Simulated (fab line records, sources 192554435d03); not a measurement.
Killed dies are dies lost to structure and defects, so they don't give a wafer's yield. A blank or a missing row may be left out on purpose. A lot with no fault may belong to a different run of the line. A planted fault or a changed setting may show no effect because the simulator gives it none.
Matching of chambers / flow n5_finfet / N5_GATE_CUT_ETCH_37 on rie_diel-05: 4 sister chambers
The step etches SOC in N2/H2, target depth 60 nm, overetch 12 nm, time 90 s. 4 wafers are shown with their chamber, then 7 later ones without.

== WAFERS WITH THEIR CHAMBER ==
wafer=L078.1; chamber=1; showerhead_plenum_p_Torr (Torr)=2.63
wafer=L078.3; chamber=3; showerhead_plenum_p_Torr (Torr)=2.45
wafer=L078.4; chamber=0; showerhead_plenum_p_Torr (Torr)=2.52
wafer=L078.5; chamber=2; showerhead_plenum_p_Torr (Torr)=2.42

== WAFERS WHOSE CHAMBER IS MISSING ==
wafer=L078.6; showerhead_plenum_p_Torr (Torr)=2.45
wafer=L081.1; showerhead_plenum_p_Torr (Torr)=2.45
wafer=L081.2; showerhead_plenum_p_Torr (Torr)=2.42
wafer=L081.6; showerhead_plenum_p_Torr (Torr)=2.45
wafer=L083.1; showerhead_plenum_p_Torr (Torr)=2.63
wafer=L083.3; showerhead_plenum_p_Torr (Torr)=2.51
wafer=L083.5; showerhead_plenum_p_Torr (Torr)=2.63

== WHICH CHAMBER EACH WENT THROUGH ==
wafer=L078.6; from the rows above=3; in truth=3
wafer=L081.1; from the rows above=3; in truth=3
wafer=L081.2; from the rows above=2; in truth=2
wafer=L081.6; from the rows above=3; in truth=3
wafer=L083.1; from the rows above=1; in truth=1
wafer=L083.3; from the rows above=0; in truth=0
wafer=L083.5; from the rows above=1; in truth=1
Placed correctly: 7 of 7. Can't be placed from these rows: 0. 0 placed wrongly.
How it was worked out, from the rows above alone: a wafer's distance from a chamber is the root of the sum, over the readings, of the square of ((its reading less the chamber's mean) divided by the reading's scatter). The wafer belongs to the nearest chamber; if the next one is less than 2 further off, it can't be placed. The mean given for a chamber averages the wafers shown for that chamber. The scatter: with one shown wafer a chamber, the root of the mean of the squares of how far each hidden wafer lies from its nearest shown one.
